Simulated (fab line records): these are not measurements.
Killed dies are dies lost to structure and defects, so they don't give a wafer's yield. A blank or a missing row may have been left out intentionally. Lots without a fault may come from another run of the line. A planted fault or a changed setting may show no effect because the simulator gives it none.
A lot that was struck, set against a sound lot ; flow n5 finfet ; 14 out of 1938 route steps
Sound: the wafers L939.2, L939.5, L939.6. Wafers struck: L932.3, L932.4, L932.5. The cause is named last.
At each step with rows: each side's tool, then ch and its chambers, then its first start. Under that, the readings that differ: sound wafers ; struck wafers ; difference of the means ; sigmas: that difference in standard deviations of wafers without a fault.
alike: words and numbers the same on both sides, and readings whose means are apart by under 2 such deviations; not compared: readings that were withheld, readings missing a value for some wafer, numbers with overlapping values and no deviation given by the record, and bounds like >300 which may hide the same value.
The two part at a step that has a row with sigmas, a row that says differs or no value, or rows on one side only. When numbers do not overlap yet have no deviation, they are printed without sigmas and do not part them. A reading missing from all wafers of one side parts the sides only when that side holds two or more wafers.

N5_BEOL_M13_CMP_49: polishes, stops on SiOC, t overpolish 17.1 s, target thk 420 nm.
  sound on cmp-04 ch 0,3, day 16 09:08; struck on cmp-04 ch 0,1,2, day 14 20:09
  alike: barrier field endpoint s, motor current A, overpolish run s
N5_BEOL_M13_THK_MEAS_50: measures by xrf.
  sound: film metro-01 at day 16 09:23; struck: film metro-02 at day 14 20:25
  alike: M13_THK
then, 1 step without rows for these wafers: N5_BEOL_M13_PRE_CLEAN_52 (time 15 s).
N5_BEOL_M13_DEP_53: deposits SiCN from 3MS/NH3, target thk 50 nm, time 17.8 s.
  sound on pecvd-04 ch 0,1,2, day 16 09:27; struck on pecvd-03 ch 0,1,2, day 14 20:28
reading;sound;struck;difference;sigmas
throttle valve pct (%);16.3 16.8 17.4;20.0 18.5 19.2;+2.4;+2
  alike: showerhead plenum p Torr
N5_BEOL_M13_RS_MEAS_54: measures by four-point-probe.
  sound: film metro-02 at day 16 09:31; struck: film metro-01 at day 14 20:32
  alike: M13_RS
N5_BEOL_M13_INSPECT_55: inspects for defects (darkfield).
  sound: defect inspect-01 at day 16 09:33; struck: defect inspect-01 at day 14 20:34
  alike: raw defect count
N5_BEOL_M14_ILD_DEP_00: deposits SiO2 from TEOS/O2, target thk 1119.3 nm, time 237.4 s.
  sound on pecvd-04 ch 0,2, day 16 09:35; struck on pecvd-04 ch 0,2, day 14 20:36
  alike: heater power outer w, heater power w, showerhead plenum p Torr, throttle valve pct
N5_BEOL_M14_THK_MEAS_01:
  sound: film metro-02 at day 16 09:46; struck: film metro-01 at day 14 20:47
  alike: M14_ILD_THK
then, 4 steps without rows for these wafers: N5_BEOL_M14_COAT_58 (time 60 s, resist thk 89 nm); N5_BEOL_M14_COAT_04 (resist thk 800 nm); N5_BEOL_M14_EBR_06; N5_BEOL_M14_SOFTBAKE_05 (time 60 s).
N5_BEOL_M14_EXPOSE_07: exposes mask V13.
  struck on krf scanner-02, day 14 20:56; sound on krf scanner-02 ch 0, day 16 10:02
  no value came back on the struck wafers for exposure dose mJ cm2, focus offset nm (nm), sigma inner, sigma outer; on the sound wafers exposure dose mJ cm2 reads 56.93 56.88 56.88
  alike: mask
then, 1 step without rows for these wafers: N5_BEOL_M14_PEB_08 (peb time 90 s).

== WHERE THEY PART ==
First at N5_BEOL_M13_DEP_53; last, within this record, at N5_BEOL_M14_EXPOSE_07.

WHY: what had been put in by the simulator
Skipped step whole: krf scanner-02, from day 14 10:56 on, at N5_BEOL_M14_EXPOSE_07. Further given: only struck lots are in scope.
